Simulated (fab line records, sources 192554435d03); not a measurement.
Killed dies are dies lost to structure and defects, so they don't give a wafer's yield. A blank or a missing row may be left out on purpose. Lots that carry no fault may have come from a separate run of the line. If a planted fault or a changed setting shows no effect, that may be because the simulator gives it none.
Matching of chambers :: flow n5_finfet :: N5_BEOL_M7_CURE_75 on uv_cure-02: 3 sister chambers
The step cures SiCOH lowk, time 120 s. 6 wafers are shown with their chamber, then 8 later ones without.

WAFERS, EACH WITH ITS CHAMBER
wafer: L300.6
chamber: 0
wafer_temp_C_max: 371.6
lamp_power_pct (%): 52.43

wafer: L299.3
chamber: 1
wafer_temp_C_max: 372.0
lamp_power_pct (%): 52.29

wafer: L299.4
chamber: 1
wafer_temp_C_max: 371.0
lamp_power_pct (%): 52.30

wafer: L306.3
chamber: 2
wafer_temp_C_max: 372.0
lamp_power_pct (%): 52.34

wafer: L306.6
chamber: 2
wafer_temp_C_max: 373.1
lamp_power_pct (%): 52.31

wafer: L308.4
chamber: 0
wafer_temp_C_max: 371.3
lamp_power_pct (%): 52.37

WAFERS WITH NO CHAMBER GIVEN
wafer: L308.5
wafer_temp_C_max: 371.9
lamp_power_pct (%): 52.39

wafer: L308.6
wafer_temp_C_max: 371.4
lamp_power_pct (%): 52.22

wafer: L312.1
wafer_temp_C_max: 371.8
lamp_power_pct (%): 52.41

wafer: L312.4
wafer_temp_C_max: 371.3
lamp_power_pct (%): 52.39

wafer: L312.6
wafer_temp_C_max: 371.8
lamp_power_pct (%): 52.19

wafer: L315.1
wafer_temp_C_max: 372.0
lamp_power_pct (%): 52.38

wafer: L315.4
wafer_temp_C_max: 372.5
lamp_power_pct (%): 52.38

wafer: L315.5
wafer_temp_C_max: 372.4
lamp_power_pct (%): 52.31

WHICH CHAMBER EACH WENT THROUGH
wafer: L308.5
from the rows above: can't be placed: 0 or 2
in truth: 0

wafer: L308.6
from the rows above: can't be placed: 1 or 2
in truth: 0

wafer: L312.1
from the rows above: 0
in truth: 0

wafer: L312.4
from the rows above: 0
in truth: 0

wafer: L312.6
from the rows above: can't be placed: 1 or 2
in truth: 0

wafer: L315.1
from the rows above: can't be placed: 0 or 2
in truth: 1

wafer: L315.4
from the rows above: can't be placed: 0 or 2 or 1
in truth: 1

wafer: L315.5
from the rows above: can't be placed: 2 or 1
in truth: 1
Correct placement for 2 of the 8. Cannot be placed on the basis of these rows: 6; the candidates contain the true chamber in 3. Wrongly placed: 0.
How it was worked out, from the rows above alone: a wafer's distance from a chamber is the root of the sum, over the readings, of the square of ((its reading less the chamber's mean) divided by the reading's scatter). If the next closest chamber is less than 2 further off than the closest, the wafer can't be placed; otherwise it belongs to the closest. The mean given for a chamber averages the wafers shown for that chamber. The scatter: take each reading less its chamber's mean, square it, sum over the shown wafers, divide by the number of wafers less the number of chambers, and take the root.
